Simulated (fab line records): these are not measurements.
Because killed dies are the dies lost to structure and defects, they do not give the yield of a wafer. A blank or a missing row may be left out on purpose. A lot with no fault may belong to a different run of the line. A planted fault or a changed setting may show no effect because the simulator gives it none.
Which tool was responsible? / flow nand-harc / 42 wafers from 14 lots sampled at 4 of the route's 1302 steps

== WHAT EACH GAUGE READ, for each wafer ==
No reading from a measuring or inspecting step in the record can be judged against a usual standard deviation.

== WHICH TOOL RAN EACH LOT (tool, then ch and the chambers of the sampled wafers, then the start) ==
lot=L492; NHARC_A_CHANNEL_HOLE_D1_DEP_01=pecvd-04 ch 1,2, day 8 12:39; NHARC_A_CHANNEL_HOLE_D1_ETCH_38=rie-diel-12 ch 0,3, day 8 13:39; NHARC_A_CHANNEL_HOLE_D1_ETCH_25=har-etch-01 ch 0,1, day 8 18:01; NHARC_A_CHANNEL_FILL_D1_ANNEAL_22=furnace-05 ch 0, day 10 07:36
lot=L494; NHARC_A_CHANNEL_HOLE_D1_DEP_01=pecvd-01 ch 0,2, day 9 09:51; NHARC_A_CHANNEL_HOLE_D1_ETCH_38=rie-diel-12 ch 0,1,3, day 9 10:51; NHARC_A_CHANNEL_HOLE_D1_ETCH_25=har-etch-02 ch 0,1, day 9 16:07; NHARC_A_CHANNEL_FILL_D1_ANNEAL_22=furnace-07 ch 0, day 11 04:37
lot=L495; NHARC_A_CHANNEL_HOLE_D1_DEP_01=pecvd-01 ch 1,2, day 9 15:10; NHARC_A_CHANNEL_HOLE_D1_ETCH_38=rie-diel-12 ch 1,2, day 9 16:08; NHARC_A_CHANNEL_HOLE_D1_ETCH_25=har-etch-02 ch 0,1, day 9 20:07; NHARC_A_CHANNEL_FILL_D1_ANNEAL_22=furnace-07 ch 0, day 11 08:40
lot=L497; NHARC_A_CHANNEL_HOLE_D1_DEP_01=pecvd-04 ch 1,2, day 10 11:56; NHARC_A_CHANNEL_HOLE_D1_ETCH_38=rie-diel-12 ch 1,2,3, day 10 12:55; NHARC_A_CHANNEL_HOLE_D1_ETCH_25=har-etch-02 ch 0, day 10 20:14; NHARC_A_CHANNEL_FILL_D1_ANNEAL_22=furnace-05 ch 0, day 12 11:43
lot=L496; NHARC_A_CHANNEL_HOLE_D1_DEP_01=pecvd-04 ch 1,2, day 10 12:34; NHARC_A_CHANNEL_HOLE_D1_ETCH_38=rie-diel-01 ch 1,2,3, day 10 13:38; NHARC_A_CHANNEL_HOLE_D1_ETCH_25=har-etch-01 ch 0,1, day 10 18:32; NHARC_A_CHANNEL_FILL_D1_ANNEAL_22=furnace-07 ch 0, day 12 05:26
lot=L498; NHARC_A_CHANNEL_HOLE_D1_DEP_01=pecvd-04 ch 1,2, day 10 23:07; NHARC_A_CHANNEL_HOLE_D1_ETCH_38=rie-diel-12 ch 2,3, day 10 23:56; NHARC_A_CHANNEL_HOLE_D1_ETCH_25=har-etch-01 ch 0,1, day 11 04:03; NHARC_A_CHANNEL_FILL_D1_ANNEAL_22=furnace-02 ch 0, day 12 16:51
lot=L500; NHARC_A_CHANNEL_HOLE_D1_DEP_01=pecvd-01 ch 0,1, day 12 00:35; NHARC_A_CHANNEL_HOLE_D1_ETCH_38=rie-diel-12 ch 0,1,3, day 12 01:35; NHARC_A_CHANNEL_HOLE_D1_ETCH_25=har-etch-01 ch 0,1, day 12 05:34; NHARC_A_CHANNEL_FILL_D1_ANNEAL_22=furnace-07 ch 0, day 13 18:19
lot=L501; NHARC_A_CHANNEL_HOLE_D1_DEP_01=pecvd-01 ch 0,1, day 12 02:29; NHARC_A_CHANNEL_HOLE_D1_ETCH_38=rie-diel-12 ch 0,1,2, day 12 03:20; NHARC_A_CHANNEL_HOLE_D1_ETCH_25=har-etch-02 ch 0,1, day 12 07:19; NHARC_A_CHANNEL_FILL_D1_ANNEAL_22=furnace-07 ch 0, day 13 18:19
lot=L502; NHARC_A_CHANNEL_HOLE_D1_DEP_01=pecvd-01 ch 0,2, day 12 18:29; NHARC_A_CHANNEL_HOLE_D1_ETCH_38=rie-diel-12 ch 0,1,2, day 12 19:27; NHARC_A_CHANNEL_HOLE_D1_ETCH_25=har-etch-02 ch 0,1, day 12 23:26; NHARC_A_CHANNEL_FILL_D1_ANNEAL_22=furnace-05 ch 0, day 14 10:57
lot=L504; NHARC_A_CHANNEL_HOLE_D1_DEP_01=pecvd-04 ch 0,1,2, day 13 07:10; NHARC_A_CHANNEL_HOLE_D1_ETCH_38=rie-diel-12 ch 0,1,2, day 13 08:02; NHARC_A_CHANNEL_HOLE_D1_ETCH_25=har-etch-01 ch 0,1, day 13 12:02; NHARC_A_CHANNEL_FILL_D1_ANNEAL_22=furnace-05 ch 0, day 14 23:13
lot=L505; NHARC_A_CHANNEL_HOLE_D1_DEP_01=pecvd-01 ch 0,1,2, day 13 21:41; NHARC_A_CHANNEL_HOLE_D1_ETCH_38=rie-diel-12 ch 2,3, day 13 22:35; NHARC_A_CHANNEL_HOLE_D1_ETCH_25=har-etch-02 ch 0,1, day 14 02:52; NHARC_A_CHANNEL_FILL_D1_ANNEAL_22=furnace-05 ch 0, day 15 13:42
lot=L510; NHARC_A_CHANNEL_HOLE_D1_DEP_01=pecvd-02 ch 0,1, day 16 06:29; NHARC_A_CHANNEL_HOLE_D1_ETCH_38=rie-diel-12 ch 0,2,3, day 16 07:28; NHARC_A_CHANNEL_HOLE_D1_ETCH_25=har-etch-01 ch 0,1, day 16 12:37; NHARC_A_CHANNEL_FILL_D1_ANNEAL_22=furnace-05, day 18 03:34
lot=L511; NHARC_A_CHANNEL_HOLE_D1_DEP_01=pecvd-02 ch 1,2, day 16 18:23; NHARC_A_CHANNEL_HOLE_D1_ETCH_38=rie-diel-01 ch 0,1,3, day 16 19:24; NHARC_A_CHANNEL_HOLE_D1_ETCH_25=har-etch-01 ch 0,1, day 17 05:04; NHARC_A_CHANNEL_FILL_D1_ANNEAL_22=furnace-02, day 18 19:56
lot=L515; NHARC_A_CHANNEL_HOLE_D1_DEP_01=pecvd-01 ch 0,1, day 18 08:55; NHARC_A_CHANNEL_HOLE_D1_ETCH_38=rie-diel-12 ch 0,1,2, day 18 09:53; NHARC_A_CHANNEL_HOLE_D1_ETCH_25=har-etch-02 ch 0,1, day 18 13:53; NHARC_A_CHANNEL_FILL_D1_ANNEAL_22=furnace-02 ch 0, day 20 01:49
- NHARC_A_CHANNEL_HOLE_D1_DEP_01: deposits SiON, target thk 140 nm.
- NHARC_A_CHANNEL_HOLE_D1_ETCH_38: etches the open film in CF4, target depth 39 nm, time 65 s.
- NHARC_A_CHANNEL_HOLE_D1_ETCH_25: etches the open film in C4F8/O2/Ar, time 1040.2 s, target depth 1500 nm.
- NHARC_A_CHANNEL_FILL_D1_ANNEAL_22: time 7200 s.

== WHAT THE TOOLS THEMSELVES READ (means of the sampled wafers that have a number; where no wafer has one, the mark that the record gives instead) ==
NHARC_A_CHANNEL_HOLE_D1_DEP_01. Usual: heater-power-w 733 W, standard deviation 110.
lot=L492; tool=pecvd-04; heater-power-w (W)=666; flag=
lot=L494; tool=pecvd-01; heater-power-w (W)=645; flag=
lot=L495; tool=pecvd-01; heater-power-w (W)=737; flag=
lot=L497; tool=pecvd-04; heater-power-w (W)=709; flag=
lot=L496; tool=pecvd-04; heater-power-w (W)=683; flag=
lot=L498; tool=pecvd-04; heater-power-w (W)=662; flag=
lot=L500; tool=pecvd-01; heater-power-w (W)=635; flag=
lot=L501; tool=pecvd-01; heater-power-w (W)=738; flag=
lot=L502; tool=pecvd-01; heater-power-w (W)=646; flag=
lot=L504; tool=pecvd-04; heater-power-w (W)=667; flag=
lot=L505; tool=pecvd-01; heater-power-w (W)=675; flag=
lot=L510; tool=pecvd-02; heater-power-w (W)=918; flag=
lot=L511; tool=pecvd-02; heater-power-w (W)=730; flag=
lot=L515; tool=pecvd-01; heater-power-w (W)=752; flag=

NHARC_A_CHANNEL_HOLE_D1_ETCH_38. Usual: bias-w 99.97 W, standard deviation 0.3; drypump-motor-current-A 5.7 A, standard deviation 0.49; oes-product-au 0.997 a.u., standard deviation 0.0079; rf-vpp-V 151.2 V, standard deviation 1.1; showerhead-plenum-p-Torr 1.76 Torr, standard deviation 0.053; throttle-valve-pct 13.284 %, standard deviation 0.0086.
lot=L492; tool=rie-diel-12; bias-w (W)=100.01; drypump-motor-current-A (A)=6.3; oes-product-au (a.u.)=0.998; rf-vpp-V (V)=152.5; showerhead-plenum-p-Torr (Torr)=1.79; throttle-valve-pct (%)=13.285; flag=
lot=L494; tool=rie-diel-12; bias-w (W)=99.94; drypump-motor-current-A (A)=5.9; oes-product-au (a.u.)=0.990; rf-vpp-V (V)=150.1; showerhead-plenum-p-Torr (Torr)=1.77; throttle-valve-pct (%)=13.292; flag=
lot=L495; tool=rie-diel-12; bias-w (W)=99.77; drypump-motor-current-A (A)=5.3; oes-product-au (a.u.)=0.998; rf-vpp-V (V)=150.7; showerhead-plenum-p-Torr (Torr)=1.74; throttle-valve-pct (%)=13.283; flag=
lot=L497; tool=rie-diel-12; bias-w (W)=99.90; drypump-motor-current-A (A)=5.7; oes-product-au (a.u.)=0.996; rf-vpp-V (V)=150.7; showerhead-plenum-p-Torr (Torr)=1.73; throttle-valve-pct (%)=13.288; flag=
lot=L496; tool=rie-diel-01; bias-w (W)=99.87; drypump-motor-current-A (A)=5.8; oes-product-au (a.u.)=0.995; rf-vpp-V (V)=151.9; showerhead-plenum-p-Torr (Torr)=1.83; throttle-valve-pct (%)=13.297; flag=
lot=L498; tool=rie-diel-12; bias-w (W)=100.22; drypump-motor-current-A (A)=5.9; oes-product-au (a.u.)=0.991; rf-vpp-V (V)=151.2; showerhead-plenum-p-Torr (Torr)=1.72; throttle-valve-pct (%)=13.286; flag=
lot=L500; tool=rie-diel-12; bias-w (W)=99.86; drypump-motor-current-A (A)=5.9; oes-product-au (a.u.)=0.994; rf-vpp-V (V)=150.8; showerhead-plenum-p-Torr (Torr)=1.77; throttle-valve-pct (%)=13.281; flag=
lot=L501; tool=rie-diel-12; bias-w (W)=100.14; drypump-motor-current-A (A)=5.8; oes-product-au (a.u.)=1.000; rf-vpp-V (V)=151.2; showerhead-plenum-p-Torr (Torr)=1.77; throttle-valve-pct (%)=13.286; flag=
lot=L502; tool=rie-diel-12; bias-w (W)=100.18; drypump-motor-current-A (A)=5.8; oes-product-au (a.u.)=0.995; rf-vpp-V (V)=151.0; showerhead-plenum-p-Torr (Torr)=1.77; throttle-valve-pct (%)=13.287; flag=
lot=L504; tool=rie-diel-12; bias-w (W)=100.03; drypump-motor-current-A (A)=5.8; oes-product-au (a.u.)=0.989; rf-vpp-V (V)=151.6; showerhead-plenum-p-Torr (Torr)=1.77; throttle-valve-pct (%)=13.282; flag=
lot=L505; tool=rie-diel-12; bias-w (W)=99.95; drypump-motor-current-A (A)=5.8; oes-product-au (a.u.)=0.991; rf-vpp-V (V)=151.4; showerhead-plenum-p-Torr (Torr)=1.73; throttle-valve-pct (%)=13.271; flag=
lot=L510; tool=rie-diel-12; bias-w (W)=99.96; drypump-motor-current-A (A)=6.1; oes-product-au (a.u.)=1.004; rf-vpp-V (V)=151.7; showerhead-plenum-p-Torr (Torr)=1.76; throttle-valve-pct (%)=13.279; flag=
lot=L511; tool=rie-diel-01; bias-w (W)=100.20; drypump-motor-current-A (A)=5.8; oes-product-au (a.u.)=1.010; rf-vpp-V (V)=151.6; showerhead-plenum-p-Torr (Torr)=1.83; throttle-valve-pct (%)=13.279; flag=
lot=L515; tool=rie-diel-12; bias-w (W)=100.19; drypump-motor-current-A (A)=5.8; oes-product-au (a.u.)=1.001; rf-vpp-V (V)=151.2; showerhead-plenum-p-Torr (Torr)=1.77; throttle-valve-pct (%)=13.286; flag=

NHARC_A_CHANNEL_HOLE_D1_ETCH_25. Usual: drypump-motor-current-A 5.8 A, standard deviation 0.68; showerhead-plenum-p-Torr 3.70 Torr, standard deviation 0.14; throttle-valve-pct 32.235 %, standard deviation 0.0092.
lot=L492; tool=har-etch-01; drypump-motor-current-A (A)=5.0; showerhead-plenum-p-Torr (Torr)=3.78; throttle-valve-pct (%)=32.229; flag=
lot=L494; tool=har-etch-02; drypump-motor-current-A (A)=6.3; showerhead-plenum-p-Torr (Torr)=3.66; throttle-valve-pct (%)=32.233; flag=
lot=L495; tool=har-etch-02; drypump-motor-current-A (A)=6.5; showerhead-plenum-p-Torr (Torr)=3.56; throttle-valve-pct (%)=32.234; flag=
lot=L497; tool=har-etch-02; drypump-motor-current-A (A)=6.7; showerhead-plenum-p-Torr (Torr)=3.46; throttle-valve-pct (%)=32.239; flag=
lot=L496; tool=har-etch-01; drypump-motor-current-A (A)=5.0; showerhead-plenum-p-Torr (Torr)=3.76; throttle-valve-pct (%)=32.229; flag=
lot=L498; tool=har-etch-01; drypump-motor-current-A (A)=5.1; showerhead-plenum-p-Torr (Torr)=3.76; throttle-valve-pct (%)=32.236; flag=
lot=L500; tool=har-etch-01; drypump-motor-current-A (A)=5.1; showerhead-plenum-p-Torr (Torr)=3.75; throttle-valve-pct (%)=32.231; flag=
lot=L501; tool=har-etch-02; drypump-motor-current-A (A)=6.3; showerhead-plenum-p-Torr (Torr)=3.64; throttle-valve-pct (%)=32.229; flag=
lot=L502; tool=har-etch-02; drypump-motor-current-A (A)=6.5; showerhead-plenum-p-Torr (Torr)=3.54; throttle-valve-pct (%)=32.236; flag=
lot=L504; tool=har-etch-01; drypump-motor-current-A (A)=5.3; showerhead-plenum-p-Torr (Torr)=3.79; throttle-valve-pct (%)=32.237; flag=
lot=L505; tool=har-etch-02; drypump-motor-current-A (A)=6.5; showerhead-plenum-p-Torr (Torr)=3.53; throttle-valve-pct (%)=32.233; flag=
lot=L510; tool=har-etch-01; drypump-motor-current-A (A)=5.2; showerhead-plenum-p-Torr (Torr)=3.77; throttle-valve-pct (%)=32.227; flag=
lot=L511; tool=har-etch-01; drypump-motor-current-A (A)=5.2; showerhead-plenum-p-Torr (Torr)=3.76; throttle-valve-pct (%)=32.226; flag=
lot=L515; tool=har-etch-02; drypump-motor-current-A (A)=6.5; showerhead-plenum-p-Torr (Torr)=3.84; throttle-valve-pct (%)=32.244; flag=

NHARC_A_CHANNEL_FILL_D1_ANNEAL_22. Usual: run-length-s 7227 s, standard deviation 7.1; spike-tc-bottom-C 643 C, standard deviation 3.2; tube_center_temp_C_max 621.62, standard deviation 0.29.
lot=L492; tool=furnace-05; run-length-s (s)=7242; spike-tc-bottom-C (C)=646; tube_center_temp_C_max=621.53; flag=
lot=L494; tool=furnace-07; run-length-s (s)=7220; spike-tc-bottom-C (C)=640; tube_center_temp_C_max=621.61; flag=
lot=L495; tool=furnace-07; run-length-s (s)=7216; spike-tc-bottom-C (C)=641; tube_center_temp_C_max=622.16; flag=
lot=L497; tool=furnace-05; run-length-s (s)=7225; spike-tc-bottom-C (C)=646; tube_center_temp_C_max=621.66; flag=
lot=L496; tool=furnace-07; run-length-s (s)=7224; spike-tc-bottom-C (C)=641; tube_center_temp_C_max=621.56; flag=
lot=L498; tool=furnace-02; run-length-s (s)=7227; spike-tc-bottom-C (C)=640; tube_center_temp_C_max=621.66; flag=
lot=L500; tool=furnace-07; run-length-s (s)=7217; spike-tc-bottom-C (C)=641; tube_center_temp_C_max=621.53; flag=
lot=L501; tool=furnace-07; run-length-s (s)=7224; spike-tc-bottom-C (C)=639; tube_center_temp_C_max=621.52; flag=
lot=L502; tool=furnace-05; run-length-s (s)=7237; spike-tc-bottom-C (C)=647; tube_center_temp_C_max=621.57; flag=
lot=L504; tool=furnace-05; run-length-s (s)=7231; spike-tc-bottom-C (C)=647; tube_center_temp_C_max=621.76; flag=
lot=L505; tool=furnace-05; run-length-s (s)=7232; spike-tc-bottom-C (C)=647; tube_center_temp_C_max=621.50; flag=
lot=L510; tool=furnace-05; run-length-s (s)=-; spike-tc-bottom-C (C)=-; tube_center_temp_C_max=-; flag=OFF
lot=L511; tool=furnace-02; run-length-s (s)=-; spike-tc-bottom-C (C)=-; tube_center_temp_C_max=-; flag=OFF
lot=L515; tool=furnace-02; run-length-s (s)=7223; spike-tc-bottom-C (C)=639; tube_center_temp_C_max=621.48; flag=

== THE ANSWER, worked out from the rows above alone ==
Rule: a lot is off if the mean of its wafers that have a number lies more than 3 standard deviations from the usual mean. Also off: a lot with no number at a reading for which 4 or more lots have one. Any other lot the step has rows for is counted as sound. After the gauges, taken in route order, come the tools' own readings; for these a lot's mean is taken, as printed above. The first step at which some lot is off is used, and at that step the reading that is off furthest; a lot without a number counts as furthest.
Off, at NHARC_A_CHANNEL_FILL_D1_ANNEAL_22 on run-length-s: L510, L511. Without a number there: L510, L511.
If a tool, at that step or one of the process steps before it, ran each lot that is off and ran no sound lot following the first of them, it fits. This does not decide it: 2 tools fit, namely pecvd-02 at NHARC_A_CHANNEL_HOLE_D1_DEP_01 and har-etch-01 at NHARC_A_CHANNEL_HOLE_D1_ETCH_25.

== WHAT WAS PUT IN BY THE SIMULATOR ==
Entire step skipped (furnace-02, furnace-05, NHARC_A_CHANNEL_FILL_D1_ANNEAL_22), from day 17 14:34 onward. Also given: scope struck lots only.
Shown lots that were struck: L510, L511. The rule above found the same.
